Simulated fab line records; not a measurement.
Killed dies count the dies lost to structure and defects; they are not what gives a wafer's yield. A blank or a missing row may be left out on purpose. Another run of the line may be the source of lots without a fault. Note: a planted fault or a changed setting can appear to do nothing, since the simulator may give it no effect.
fab line records	flow nand-harc
record lots=24	wafers=72	last-day=33
route steps=1302 shown P_M2@336 P_BONDPAD@352 A_ZERO_WELL@411
lots untouched by any fault: they come from a run of this same line in which no faults occurred
start-h: the number of hours between the record's first day and the start of the first shown wafer of the lot	wait-h: how many hours have passed since the lot's step before this one	" same as the row above	L1.1+2: a single row standing in for several wafers	- no value present, or no start provided	* or withheld: withheld	< > ~ a bound
route shown NAME@n: names a module that has steps shown in the file, with the first one's number in the route	usual: the fault-free wafers' mean and standard deviation	same: alike in all rows	chamber/n: place in a boat	sites: the reading at each site	_std_site: standard deviation of those values	_edge_site: mean of outer sites minus mean of inner sites	radius-mm: for every site, how far away it sits from the centre of the wafer	mask NAME#n: copy n	behind: the most recent tool/chamber to have shaped the wafer	hold: why the lot went on hold/how many hours it stayed there/how the hold came to an end	device: names the non-switching transistor (n, p or np)	end of line: at the end of the route, the tests of the same wafers	step lacking rows: just its recipe	killed: dies lost to structure and defects at the first sort, not the wafer's yield	map: a wafer's dies, marking killed ones x, the rest . and places with no die _
set.NAME: the run value of the setting; set.NAME@STEP: its run value at that earlier step	model.NAME: the simulator's own value behind a step, which no gauge read
the route's steps for a sample of lots (tables are steps, rows are wafers)
services: a tool's chamber out of use, with start hour (start-h, from the record's first day; less than 0 if before it), hours out, and reason
## steps
# step NHARC_P_M2_ETCH_28
# recipe target-depth-a=300	over-etch-frac=0.3	time-s=72.99	ion-energy-ev=150	cf4-flow-sccm=50	n2-flow-sccm=100	ar-flow-sccm=150	rf-w=300	bias-w=100	chemistry=CF4/N2
# usual drypump-motor-current-A=5.8/0.42	oes-product-au=0.999/0.0094	rf-vpp-V=313.7/1.7	showerhead-plenum-p-Torr=2.60/0.087	throttle-valve-pct=19.795/0.0091
# same over-etch-frac=0.3
lot.wafer	tool	chamber	start-h	wait-h	drypump-motor-current-A	oes-product-au	rf-hours-counter-h	rf-vpp-V	showerhead-plenum-p-Torr	throttle-valve-pct
L074.4	rie-diel-10	2	-	-	5.3	1.019	3	312.9	2.64	19.783
L074.3	"	3	"	"	5.6	1.007	2	314.6	2.69	19.800
L074.6	"	2	"	"	5.3	1.005	-	312.7	2.64	19.800
L075.1	rie-diel-11	2	-	-	5.9	0.988	3	312.0	2.49	19.810
L075.2	"	0	"	"	6.4	0.996	3	317.6	2.76	19.789
L075.4	"	2	"	"	5.9	0.983	-	312.9	2.49	19.785
L076.4	rie-diel-01	3	-	-	5.9	1.006	8	314.5	2.59	19.806
L076.2	"	0	"	"	6.0	0.993	7	314.9	2.66	19.818
L076.5	"	1	"	"	6.2	0.999	-	312.8	2.54	19.804
L077.1	rie-diel-11	3	-	-	5.3	1.000	3	312.6	2.55	19.795
L077.6	"	3	"	"	5.4	1.002	-	313.6	2.55	19.784
L077.5	"	0	"	"	6.5	1.000	-	317.8	2.76	19.784
L078.1	rie-diel-10	3	-	-	5.7	1.015	3	314.8	2.69	19.804
L078.4	"	3	"	"	5.7	1.011	-	316.3	2.69	19.796
L078.6	"	0	"	"	6.2	0.990	-	313.4	2.60	19.802
L079.2	rie-diel-11	0	-	-	6.4	0.992	5	315.7	2.76	19.785
L079.4	"	2	"	"	5.9	0.990	5	311.0	2.49	19.785
L079.6	"	3	"	"	5.3	1.000	-	312.1	2.54	19.799
L080.3	rie-diel-01	1	-	-	6.3	0.991	8	312.0	2.54	19.810
L080.6	"	3	"	"	5.9	0.988	-	312.9	2.59	19.816
L080.5	"	0	"	"	6.0	1.004	-	314.5	2.66	19.794
L081.4	rie-diel-10	1	-	-	5.8	1.006	8	311.9	2.48	19.804
L081.6	"	2	"	"	5.3	1.015	-	314.2	2.64	19.789
L081.5	"	3	"	"	5.6	1.010	-	315.1	2.69	19.793
L082.4	rie-diel-11	3	-	-	5.3	0.988	5	313.3	2.54	19.797
L082.2	"	0	"	"	6.4	0.999	7	315.6	2.76	19.800
L082.5	"	3	"	"	5.3	0.994	-	313.9	2.54	19.778
L083.2	rie-diel-01	0	-	-	6.0	0.992	0	315.1	2.66	19.790
L083.4	"	1	"	"	6.3	0.994	-	312.4	2.54	19.789
L083.6	"	3	"	"	5.9	1.008	-	313.8	2.59	19.795
L084.4	rie-diel-10	0	-	-	6.2	0.979	10	313.8	2.60	19.804
L084.2	"	2	"	"	5.3	1.009	12	313.8	2.64	19.791
L084.1	"	3	"	"	5.6	1.002	9	316.2	2.69	19.807
L085.4	rie-diel-10	3	-	-	5.6	1.012	9	314.9	2.69	19.796
L085.3	"	2	"	"	5.3	1.006	12	314.8	2.63	19.788
L085.6	"	0	"	"	6.2	0.989	-	313.0	2.60	19.786
L086.2	rie-diel-01	3	-	-	5.9	1.009	1	313.4	2.59	19.819
L086.1	"	0	"	"	6.0	1.006	1	314.2	2.66	19.793
L086.6	"	3	"	"	5.9	0.999	-	314.7	2.59	19.789
L087.3	rie-diel-10	0	-	-	6.2	1.001	0	314.1	2.60	19.793
L087.2	"	2	"	"	5.3	1.002	0	314.2	2.63	19.797
L087.6	"	0	"	"	6.2	1.003	-	312.7	2.59	19.783
L088.2	rie-diel-01	3	-	-	5.9	1.013	4	313.3	2.59	19.798
L088.4	"	0	"	"	6.1	0.996	-	314.4	2.66	19.790
L088.5	"	1	"	"	6.3	1.005	-	311.8	2.54	19.776
L089.4	rie-diel-10	0	-	-	6.2	1.005	1	312.5	2.59	19.795
L089.3	"	2	"	"	5.3	0.993	1	313.6	2.63	19.795
L089.5	"	0	"	"	6.2	0.999	-	314.0	2.59	19.800
L091.2	rie-diel-11	3	-	-	5.3	1.012	1	311.7	2.54	19.775
L091.4	"	0	"	"	6.4	0.990	1	317.1	2.76	19.805
L091.6	"	2	"	"	5.8	0.999	-	312.1	2.48	19.793
L090.1	rie-diel-11	3	-	-	5.3	1.011	1	313.4	2.54	19.804
L090.6	"	3	"	"	5.3	1.007	-	312.5	2.54	19.780
L090.5	"	0	"	"	6.4	0.994	-	317.7	2.76	19.788
L093.4	rie-diel-11	0	-	-	6.4	1.000	1	315.0	2.76	19.797
L093.1	"	1	"	"	5.1	1.003	2	311.8	2.53	19.789
L093.2	"	3	"	"	5.4	1.019	2	313.1	2.54	19.784
L092.2	rie-diel-10	0	-	-	6.2	1.000	3	313.5	2.59	19.797
L092.3	"	2	"	"	5.3	0.991	2	313.9	2.63	19.791
L092.5	"	1	"	"	5.8	1.002	-	311.3	2.47	19.802
L094.2	rie-diel-11	0	-	-	6.4	1.003	2	317.3	2.76	19.803
L094.6	"	2	"	"	5.9	1.008	-	311.5	2.48	19.782
L094.5	"	3	"	"	5.3	1.023	-	312.7	2.54	19.782
L095.3	rie-diel-01	3	-	-	5.9	1.015	8	314.4	2.58	19.789
L095.6	"	0	"	"	6.0	0.994	-	315.2	2.65	19.787
L095.5	"	1	"	"	6.3	0.994	-	312.2	2.54	19.780
L096.4	rie-diel-11	2	-	-	5.9	0.991	3	311.6	2.48	19.800
L096.5	"	0	"	"	6.4	0.993	-	316.3	2.76	19.811
L096.6	"	1	"	"	5.1	0.992	-	313.0	2.53	19.788
L097.3	rie-diel-11	2	-	-	5.8	1.001	4	310.8	2.48	19.798
L097.6	"	2	"	"	5.8	1.000	-	311.7	2.48	19.794
L097.5	"	3	"	"	5.3	1.012	-	312.8	2.54	19.800
# step NHARC_P_M2_PVD_20
# recipe target-thk-a=50	bias-v=168.6	power-w=15000	chamber-pressure-pa=0.12	time-s=8.06	substrate-temp-c=50	material=TaN
# usual throttle-valve-pct=29.9/0.88
lot.wafer	tool	chamber	start-h	wait-h	throttle-valve-pct
L074.4	pvd-sputter-01	-	-	-	30.3
L074.3	"	-	"	"	29.0
L074.6	"	-	"	"	29.8
L075.1	pvd-sputter-03	-	-	-	30.8
L075.2	"	-	"	"	29.6
L075.4	"	-	"	"	29.4
L076.4	pvd-sputter-02	-	-	-	30.7
L076.2	"	-	"	"	29.5
L076.5	"	-	"	"	30.3
L077.1	pvd-sputter-02	-	-	-	31.9
L077.5	"	-	"	"	31.9
L077.6	"	-	"	"	30.1
L078.4	pvd-sputter-02	-	-	-	30.4
L078.1	"	-	"	"	29.7
L078.6	"	-	"	"	31.6
L079.4	pvd-sputter-01	-	-	-	30.3
L079.2	"	-	"	"	30.1
L079.6	"	-	"	"	29.1
L080.3	pvd-sputter-03	-	-	-	28.6
L080.5	"	-	"	"	28.9
L080.6	"	-	"	"	29.3
L081.4	pvd-sputter-02	-	-	-	29.5
L081.6	"	-	"	"	30.2
L081.5	"	-	"	"	29.5
L082.4	pvd-sputter-02	-	-	-	30.4
L082.2	"	-	"	"	29.5
L082.5	"	-	"	"	30.2
L083.4	pvd-sputter-02	-	-	-	31.7
L083.2	"	-	"	"	30.5
L083.6	"	-	"	"	29.6
L084.2	pvd-sputter-02	-	-	-	29.4
L084.4	"	-	"	"	31.9
L084.1	"	-	"	"	29.6
L085.3	pvd-sputter-02	-	-	-	31.9
L085.4	"	-	"	"	29.4
L085.6	"	-	"	"	30.3
L086.2	pvd-sputter-02	-	-	-	29.4
L086.1	"	-	"	"	31.6
L086.6	"	-	"	"	29.1
L087.3	pvd-sputter-02	-	-	-	31.6
L087.2	"	-	"	"	30.3
L087.6	"	-	"	"	29.4
L088.2	pvd-sputter-03	-	-	-	29.1
L088.4	"	-	"	"	29.2
L088.5	"	-	"	"	29.4
L089.3	pvd-sputter-03	-	-	-	28.7
L089.4	"	-	"	"	29.1
L089.5	"	-	"	"	30.7
L091.4	pvd-sputter-01	-	-	-	29.3
L091.2	"	-	"	"	29.3
L091.6	"	-	"	"	30.2
L090.1	pvd-sputter-03	-	-	-	28.7
L090.5	"	-	"	"	28.9
L090.6	"	-	"	"	29.0
L093.1	pvd-sputter-02	-	-	-	30.7
L093.2	"	-	"	"	29.6
L093.4	"	-	"	"	30.3
L092.2	pvd-sputter-03	-	-	-	29.3
L092.3	"	-	"	"	28.6
L092.5	"	-	"	"	30.8
L094.2	pvd-sputter-02	-	-	-	30.3
L094.5	"	-	"	"	29.2
L094.6	"	-	"	"	30.5
L095.3	pvd-sputter-01	-	-	-	30.0
L095.5	"	-	"	"	29.3
L095.6	"	-	"	"	30.1
L096.4	pvd-sputter-02	-	-	-	30.5
L096.6	"	-	"	"	30.4
L096.5	"	-	"	"	30.1
L097.3	pvd-sputter-03	-	-	-	30.7
L097.6	"	-	"	"	29.1
L097.5	"	-	"	"	29.2
# step NHARC_P_M2_PVD_21
# recipe target-thk-a=300	chamber-pressure-pa=5	power-w=5000	substrate-temp-c=30	time-s=20.49	material=Cu
# usual throttle-valve-pct=30.0/0.91
lot.wafer	tool	chamber	start-h	wait-h	throttle-valve-pct
L074.3	pvd-sputter-01	-	-	-	30.3
L074.4	"	-	"	"	30.2
L074.6	"	-	"	"	29.0
L075.4	pvd-sputter-03	-	-	-	31.0
L075.2	"	-	"	"	29.7
L075.1	"	-	"	"	29.5
L076.2	pvd-sputter-02	-	-	-	30.6
L076.4	"	-	"	"	29.7
L076.5	"	-	"	"	29.1
L077.1	pvd-sputter-02	-	-	-	29.3
L077.5	"	-	"	"	32.0
L077.6	"	-	"	"	30.5
L078.1	pvd-sputter-02	-	-	-	31.6
L078.4	"	-	"	"	30.4
L078.6	"	-	"	"	30.7
L079.2	pvd-sputter-01	-	-	-	29.0
L079.4	"	-	"	"	29.3
L079.6	"	-	"	"	30.2
L080.3	pvd-sputter-03	-	-	-	30.7
L080.5	"	-	"	"	29.2
L080.6	"	-	"	"	29.1
L081.4	pvd-sputter-02	-	-	-	31.4
L081.5	"	-	"	"	29.3
L081.6	"	-	"	"	32.0
L082.2	pvd-sputter-02	-	-	-	31.8
L082.4	"	-	"	"	30.5
L082.5	"	-	"	"	29.2
L083.4	pvd-sputter-02	-	-	-	29.3
L083.2	"	-	"	"	30.4
L083.6	"	-	"	"	29.5
L084.1	pvd-sputter-02	-	-	-	29.6
L084.2	"	-	"	"	29.5
L084.4	"	-	"	"	30.3
L085.4	pvd-sputter-02	-	-	-	31.7
L085.3	"	-	"	"	29.5
L085.6	"	-	"	"	31.8
L086.2	pvd-sputter-02	-	-	-	30.4
L086.1	"	-	"	"	32.0
L086.6	"	-	"	"	29.7
L087.2	pvd-sputter-02	-	-	-	30.2
L087.3	"	-	"	"	29.2
L087.6	"	-	"	"	30.6
L088.2	pvd-sputter-03	-	-	-	30.7
L088.4	"	-	"	"	28.9
L088.5	"	-	"	"	30.3
L089.3	pvd-sputter-03	-	-	-	28.6
L089.4	"	-	"	"	28.6
L089.5	"	-	"	"	28.9
L091.4	pvd-sputter-01	-	-	-	29.0
L091.2	"	-	"	"	30.3
L091.6	"	-	"	"	29.5
L090.1	pvd-sputter-03	-	-	-	28.8
L090.5	"	-	"	"	28.9
L090.6	"	-	"	"	29.3
L093.2	pvd-sputter-02	-	-	-	30.5
L093.1	"	-	"	"	30.3
L093.4	"	-	"	"	30.5
L092.2	pvd-sputter-03	-	-	-	28.7
L092.3	"	-	"	"	31.0
L092.5	"	-	"	"	29.0
L094.2	pvd-sputter-02	-	-	-	30.3
L094.5	"	-	"	"	29.4
L094.6	"	-	"	"	30.3
L095.3	pvd-sputter-01	-	-	-	30.7
L095.6	"	-	"	"	30.1
L095.5	"	-	"	"	30.7
L096.4	pvd-sputter-02	-	-	-	30.2
L096.5	"	-	"	"	29.5
L096.6	"	-	"	"	30.4
L097.3	pvd-sputter-03	-	-	-	29.4
L097.5	"	-	"	"	30.8
L097.6	"	-	"	"	29.1
# step NHARC_P_BONDPAD_CMP_32
# recipe target-thk-nm=200	material=SiCN
# usual motor-current-A=12.2/0.87	retaining-ring-pressure-frac=1.000/0.0046
lot.wafer	tool	chamber	start-h	wait-h	motor-current-A	retaining-ring-pressure-frac
L074.3	cmp-02	2	133.25	-	11.5	0.999
L074.4	"	3	"	"	13.5	1.009
L074.6	"	3	"	"	12.3	1.007
L075.2	cmp-01	3	139.80	-	12.1	0.993
L075.1	"	0	"	"	12.6	1.005
L075.4	"	1	"	"	12.8	0.997
L076.2	cmp-03	3	151.80	-	12.2	1.005
L076.4	"	0	"	"	12.5	1.002
L076.5	"	2	"	"	12.3	0.999
L077.1	cmp-02	1	169.30	-	12.3	0.998
L077.6	"	1	"	"	11.4	0.995
L077.5	"	2	"	"	11.6	1.007
L078.1	cmp-01	2	173.27	-	11.2	1.004
L078.4	"	3	"	"	11.3	1.001
L078.6	"	1	"	"	11.4	0.998
L079.2	cmp-02	2	184.88	-	11.7	0.999
L079.4	"	1	"	"	11.4	0.996
L079.6	"	2	"	"	12.1	0.996
L080.3	cmp-01	2	193.02	-	12.1	0.997
L080.5	"	0	"	"	12.8	0.988
L080.6	"	1	"	"	12.3	1.001
L081.4	cmp-02	0	205.16	-	13.7	0.997
L081.6	"	1	"	"	11.8	0.991
L081.5	"	2	"	"	11.9	1.000
L082.2	cmp-02	1	221.30	-	12.3	1.004
L082.4	"	2	"	"	11.7	1.001
L082.5	"	0	"	"	12.4	1.002
L083.4	cmp-02	0	226.03	-	12.4	0.998
L083.2	"	1	"	"	12.0	0.999
L083.6	"	3	"	"	13.6	1.000
L084.1	cmp-03	0	239.78	-	12.3	0.994
L084.4	"	1	"	"	10.4	1.004
L084.2	"	2	"	"	12.5	0.994
L085.4	cmp-02	0	240.77	-	12.9	1.008
L085.3	"	3	"	"	13.7	0.995
L085.6	"	1	"	"	11.2	1.003
L086.2	cmp-01	3	249.81	-	12.3	1.001
L086.1	"	0	"	"	12.2	0.995
L086.6	"	3	"	"	10.3	0.998
L087.2	cmp-02	2	267.55	-	12.2	1.005
L087.3	"	0	"	"	12.8	1.007
L087.6	"	1	"	"	12.0	0.999
L088.2	cmp-02	3	280.86	-	13.9	0.994
L088.4	"	0	"	"	13.5	1.003
L088.5	"	1	"	"	12.1	1.002
L089.4	cmp-01	2	283.19	-	11.6	1.000
L089.3	"	3	"	"	11.4	0.998
L089.5	"	3	"	"	11.9	0.998
L091.4	cmp-01	0	304.11	-	12.9	1.004
L091.2	"	1	"	"	11.4	1.005
L091.6	"	0	"	"	12.9	1.002
L090.1	cmp-01	0	304.99	-	12.9	1.009
L090.5	"	3	"	"	11.8	1.003
L090.6	"	0	"	"	12.7	0.998
L093.2	cmp-02	2	320.55	-	11.4	0.994
L093.4	"	3	"	"	13.6	1.001
L093.1	"	0	"	"	13.0	0.998
L092.3	cmp-03	1	320.91	-	10.6	1.001
L092.2	"	3	"	"	11.7	0.996
L092.5	"	1	"	"	10.3	0.990
L094.2	cmp-02	2	335.91	-	11.0	1.001
L094.5	"	2	"	"	11.7	1.012
L094.6	"	3	"	"	13.6	0.996
L095.3	cmp-02	3	349.73	-	13.7	0.998
L095.5	"	2	"	"	12.0	1.006
L095.6	"	3	"	"	13.3	0.995
L096.4	cmp-03	2	357.33	-	13.2	1.001
L096.6	"	2	"	"	13.3	1.004
L096.5	"	3	"	"	11.3	0.996
L097.3	cmp-03	2	370.26	-	12.9	0.993
L097.5	"	0	"	"	11.5	0.994
L097.6	"	1	"	"	10.4	1.002
# step NHARC_P_BONDPAD_ETCH_37
# recipe target-depth-a=600	overetch-a=180	time-s=65.91	ion-energy-ev=200	n2-flow-sccm=150	h2-flow-sccm=150	ar-flow-sccm=0	rf-w=400	bias-w=150	chemistry=N2/H2
# usual drypump-motor-current-A=6.0/0.4	oes-product-au=1.002/0.0098	rf-vpp-V=430.9/2.5	showerhead-plenum-p-Torr=2.06/0.092	throttle-valve-pct=14.172/0.0093
lot.wafer	tool	chamber	start-h	wait-h	drypump-motor-current-A	oes-product-au	rf-hours-counter-h	rf-vpp-V	showerhead-plenum-p-Torr	throttle-valve-pct
L074.4	rie-diel-02	1	134.36	0.1	6.2	1.007	2	433.4	2.18	14.171
L074.3	"	0	"	"	6.4	0.991	2	428.4	1.96	14.183
L074.6	"	1	"	"	6.2	1.008	-	434.5	2.18	14.173
L075.4	rie-diel-06	1	140.92	0.1	5.9	0.996	0	434.8	2.15	14.163
L075.2	"	2	"	"	6.6	0.989	0	430.5	2.02	14.174
L075.1	"	3	"	"	5.9	0.999	0	427.0	1.93	14.182
L076.2	rie-diel-02	3	152.88	0.1	5.6	0.998	3	432.6	2.11	14.162
L076.4	"	0	"	"	6.4	0.991	3	428.7	1.96	14.172
L076.5	"	0	"	"	6.4	0.998	-	427.8	1.96	14.185
L077.1	rie-diel-02	3	170.43	0.1	5.6	1.021	3	432.9	2.11	14.172
L077.5	"	0	"	"	6.4	1.008	-	429.0	1.96	14.172
L077.6	"	1	"	"	6.2	1.005	-	435.4	2.18	14.181
L078.4	rie-diel-04	1	174.20	0.1	5.7	1.033	8	429.4	2.05	14.175
L078.1	"	2	"	"	5.0	1.004	7	433.7	2.14	14.172
L078.6	"	2	"	"	5.0	1.010	-	433.5	2.15	14.163
L079.2	rie-diel-06	1	185.90	0.1	5.9	1.004	3	433.6	2.15	14.171
L079.4	"	3	"	"	5.9	1.022	3	426.9	1.92	14.164
L079.6	"	0	"	"	6.1	0.995	-	428.7	1.98	14.164
L080.3	rie-diel-06	0	194.00	0.1	6.1	0.994	4	430.9	1.98	14.188
L080.6	"	1	"	"	5.9	0.980	-	434.2	2.15	14.158
L080.5	"	2	"	"	6.6	1.008	-	429.1	2.02	14.172
L081.4	rie-diel-06	1	206.08	0.1	5.9	1.007	4	432.3	2.15	14.154
L081.6	"	0	"	"	6.1	0.999	-	428.9	1.98	14.179
L081.5	"	1	"	"	5.9	0.988	-	432.8	2.15	14.183
L082.4	rie-diel-06	1	222.40	0.1	5.9	0.992	5	433.3	2.15	14.181
L082.2	"	2	"	"	6.6	0.986	4	429.5	2.01	14.173
L082.5	"	1	"	"	5.9	0.988	-	433.7	2.15	14.177
L083.2	rie-diel-06	0	227.11	0.1	6.0	0.994	6	427.9	1.98	14.161
L083.4	"	1	"	"	5.9	1.000	6	433.1	2.15	14.171
L083.6	"	3	"	"	5.9	1.013	-	427.4	1.92	14.172
L084.1	rie-diel-02	0	240.94	0.1	6.4	0.991	0	428.1	1.96	14.173
L084.2	"	1	"	"	6.2	1.012	0	433.9	2.18	14.167
L084.4	"	3	"	"	5.6	1.008	0	432.1	2.11	14.179
L085.3	rie-diel-06	0	241.89	0.1	6.0	0.988	8	429.3	1.98	14.183
L085.4	"	2	"	"	6.6	0.998	6	429.5	2.01	14.152
L085.6	"	0	"	"	6.1	0.990	-	428.9	1.98	14.167
L086.2	rie-diel-06	1	250.91	0.1	5.9	0.990	8	433.1	2.15	14.179
L086.1	"	2	"	"	6.6	0.989	7	430.0	2.01	14.184
L086.6	"	1	"	"	5.9	0.998	-	433.6	2.15	14.190
L087.3	rie-diel-06	0	268.64	0.1	6.1	1.002	9	429.0	1.98	14.165
L087.2	"	1	"	"	5.9	1.005	9	433.0	2.15	14.171
L087.6	"	1	"	"	5.9	1.020	-	433.5	2.15	14.168
L088.4	rie-diel-06	1	281.81	0.1	5.9	1.010	10	433.2	2.15	14.158
L088.2	"	2	"	"	6.6	1.010	9	430.3	2.01	14.169
L088.5	"	0	"	"	6.0	1.005	-	429.2	1.98	14.172
L089.3	rie-diel-06	0	284.18	0.1	6.1	0.999	10	427.9	1.98	14.157
L089.4	"	1	"	"	5.9	1.006	10	433.8	2.15	14.185
L089.5	"	1	"	"	5.9	1.009	-	433.2	2.15	14.173
L091.2	rie-diel-04	2	305.22	0.1	5.0	1.005	7	432.9	2.14	14.168
L091.4	"	0	"	"	5.4	1.009	8	433.9	2.14	14.165
L091.6	"	2	"	"	5.0	1.008	-	434.1	2.14	14.174
L090.1	rie-diel-04	1	306.09	0.1	5.7	0.997	8	432.4	2.04	14.168
L090.6	"	3	"	"	6.1	0.998	-	435.1	2.20	14.160
L090.5	"	0	"	"	5.4	1.015	-	433.2	2.14	14.174
L093.2	rie-diel-06	0	321.64	0.1	6.1	1.009	0	428.6	1.98	14.178
L093.1	"	1	"	"	5.9	1.019	0	433.8	2.15	14.179
L093.4	"	2	"	"	6.6	1.009	0	430.3	2.01	14.190
L092.2	rie-diel-04	0	322.02	0.1	5.4	1.016	8	433.5	2.14	14.165
L092.3	"	1	"	"	5.7	1.007	8	430.1	2.04	14.196
L092.5	"	0	"	"	5.4	1.007	-	433.4	2.14	14.149
L094.2	rie-diel-02	3	337.04	0.1	5.6	1.006	2	433.8	2.11	14.181
L094.5	"	2	"	"	6.4	0.993	-	429.5	2.02	14.154
L094.6	"	3	"	"	5.6	1.001	-	433.5	2.11	14.176
L095.3	rie-diel-02	3	350.83	0.1	5.6	1.001	3	430.6	2.11	14.174
L095.5	"	1	"	"	6.2	1.015	-	434.1	2.18	14.177
L095.6	"	2	"	"	6.4	0.995	-	429.1	2.02	14.163
L096.4	rie-diel-06	0	358.44	0.1	6.1	1.002	2	427.4	1.98	14.174
L096.5	"	3	"	"	5.9	1.002	-	427.9	1.92	14.185
L096.6	"	0	"	"	6.1	1.007	-	429.2	1.98	14.188
L097.3	rie-diel-04	0	371.35	0.1	5.4	0.999	0	431.8	2.14	14.174
L097.5	"	0	"	"	5.4	0.994	-	432.9	2.14	14.166
L097.6	"	3	"	"	6.1	0.992	-	433.9	2.20	14.180
# step NHARC_A_ZERO_WELL_RTA_16
# recipe temp-c=1000	time-s=10
# usual lamp-power-pct=31.3/0.48	lamp_zone_6_pct=31.2/0.48	wafer_temp_C_max=1003.6/0.73
lot.wafer	tool	chamber	start-h	wait-h	lamp-power-pct	lamp_zone_6_pct	wafer_temp_C_max
L074.3	rtp-anneal-02	0	139.48	-	31.0	31.0	1002.8
L074.4	"	0	"	"	31.0	31.0	1003.1
L074.6	"	0	"	"	31.0	31.0	1002.9
L075.1	rtp-anneal-01	0	145.86	-	32.2	32.1	1004.2
L075.2	"	0	"	"	32.2	32.2	1002.6
L075.4	"	0	"	"	32.2	32.1	1003.9
L076.2	rtp-anneal-02	0	157.95	-	31.0	31.0	1002.8
L076.4	"	0	"	"	31.0	31.0	1002.8
L076.5	"	0	"	"	31.0	30.9	1002.6
L077.1	rtp-anneal-01	0	175.52	-	32.3	32.2	1004.0
L077.5	"	0	"	"	32.2	32.2	1004.0
L077.6	"	0	"	"	32.3	32.2	1002.8
L078.1	rtp-anneal-02	0	179.15	-	31.1	31.0	1003.2
L078.4	"	0	"	"	31.1	31.0	1002.8
L078.6	"	0	"	"	31.1	31.0	1003.4
L079.2	rtp-anneal-01	0	190.95	-	32.2	32.1	1002.5
L079.4	"	0	"	"	32.2	32.1	1004.4
L079.6	"	0	"	"	32.2	32.2	1002.9
L080.3	rtp-anneal-02	0	199.11	-	31.1	31.0	1003.8
L080.5	"	0	"	"	31.0	31.0	1004.9
L080.6	"	0	"	"	31.1	31.0	1002.9
L081.4	rtp-anneal-02	0	211.24	-	31.0	31.0	1002.3
L081.5	"	0	"	"	31.0	30.9	1004.3
L081.6	"	0	"	"	31.0	30.9	1003.3
L082.2	rtp-anneal-01	0	227.49	-	32.2	32.1	1004.2
L082.4	"	0	"	"	32.2	32.2	1004.4
L082.5	"	0	"	"	32.2	32.1	1003.1
L083.2	rtp-anneal-02	0	232.05	-	31.1	31.0	1003.9
L083.4	"	0	"	"	31.1	31.0	1004.2
L083.6	"	0	"	"	31.1	31.0	1003.7
L084.1	rtp-anneal-01	0	246.01	-	32.2	32.1	1004.2
L084.2	"	0	"	"	32.2	32.1	1002.8
L084.4	"	0	"	"	32.2	32.2	1003.8
L085.3	rtp-anneal-02	0	247.01	-	31.0	31.0	1004.5
L085.4	"	0	"	"	31.1	30.9	1003.0
L085.6	"	0	"	"	31.1	31.0	1004.3
L086.1	rtp-anneal-02	0	255.94	-	31.0	31.0	1004.7
L086.2	"	0	"	"	31.0	31.0	1003.4
L086.6	"	0	"	"	31.0	31.0	1005.4
L087.2	rtp-anneal-02	0	273.84	-	31.0	31.0	1003.6
L087.3	"	0	"	"	31.0	31.0	1003.8
L087.6	"	0	"	"	31.0	30.9	1004.4
L088.2	rtp-anneal-02	0	286.94	-	31.0	31.0	1004.3
L088.4	"	0	"	"	31.0	31.0	1002.9
L088.5	"	0	"	"	31.1	31.0	1003.5
L089.3	rtp-anneal-02	0	289.33	-	31.1	31.0	1003.3
L089.4	"	0	"	"	31.1	31.0	1003.5
L089.5	"	0	"	"	31.0	31.0	1003.5
L091.2	rtp-anneal-02	0	310.63	-	31.0	30.9	1004.1
L091.4	"	0	"	"	31.0	31.0	1003.1
L091.6	"	0	"	"	30.9	31.0	1003.8
L090.1	rtp-anneal-02	0	311.42	-	31.0	30.9	1003.8
L090.5	"	0	"	"	31.0	31.0	1002.9
L090.6	"	0	"	"	31.0	30.9	1003.9
L093.1	rtp-anneal-02	0	326.88	-	31.0	30.9	1003.1
L093.2	"	0	"	"	31.0	30.9	1003.9
L093.4	"	0	"	"	31.1	31.0	1003.0
L092.2	rtp-anneal-02	0	327.43	-	31.0	31.0	1005.3
L092.3	"	0	"	"	31.1	31.0	1002.8
L092.5	"	0	"	"	31.0	30.9	1005.3
L094.2	rtp-anneal-02	0	342.11	-	31.1	31.0	1004.2
L094.5	"	0	"	"	31.0	30.9	1002.7
L094.6	"	0	"	"	31.1	31.0	1003.5
L095.3	rtp-anneal-02	0	355.81	-	31.0	31.0	1003.2
L095.5	"	0	"	"	31.0	31.0	1003.7
L095.6	"	0	"	"	31.1	30.9	1004.2
L096.4	rtp-anneal-02	0	363.54	-	31.0	30.9	1003.6
L096.5	"	0	"	"	31.0	30.9	1004.4
L096.6	"	0	"	"	31.0	31.0	1002.6
L097.3	rtp-anneal-02	0	376.70	-	31.0	30.9	1003.0
L097.5	"	0	"	"	31.0	31.0	1003.8
L097.6	"	0	"	"	31.1	31.0	1001.9
## services
tool	chamber	start-h	hours	kind
rie-diel-11	3	126.96	11.7	repair
rie-diel-06	-	130.31	9.0	pm
cmp-02	-	134.72	4.0	pm
rie-diel-11	2	141.58	14.5	repair
rie-diel-10	0	151.10	4.5	repair
rie-diel-10	3	153.82	14.9	repair
rie-diel-06	2	167.73	6.7	repair
pvd-sputter-03	-	176.20	10.0	pm
pvd-sputter-03	-	210.19	3.5	repair
rie-diel-11	-	225.46	0.4	repair
cmp-02	-	232.72	4.0	pm
rie-diel-06	-	242.11	1.4	repair
rie-diel-11	0	245.41	31.4	repair
cmp-02	-	246.39	0.3	repair
rie-diel-11	-	255.50	9.0	pm
rie-diel-11	3	272.24	9.0	repair
pvd-sputter-02	-	282.02	10.0	pm
rie-diel-06	-	307.31	9.0	pm
pvd-sputter-03	-	307.93	1.4	repair
pvd-sputter-02	-	308.07	3.1	repair
cmp-02	-	311.35	2.1	repair
cmp-02	-	330.72	4.0	pm
cmp-02	-	341.59	5.8	repair
pvd-sputter-03	-	354.20	10.0	pm
## key
fault none
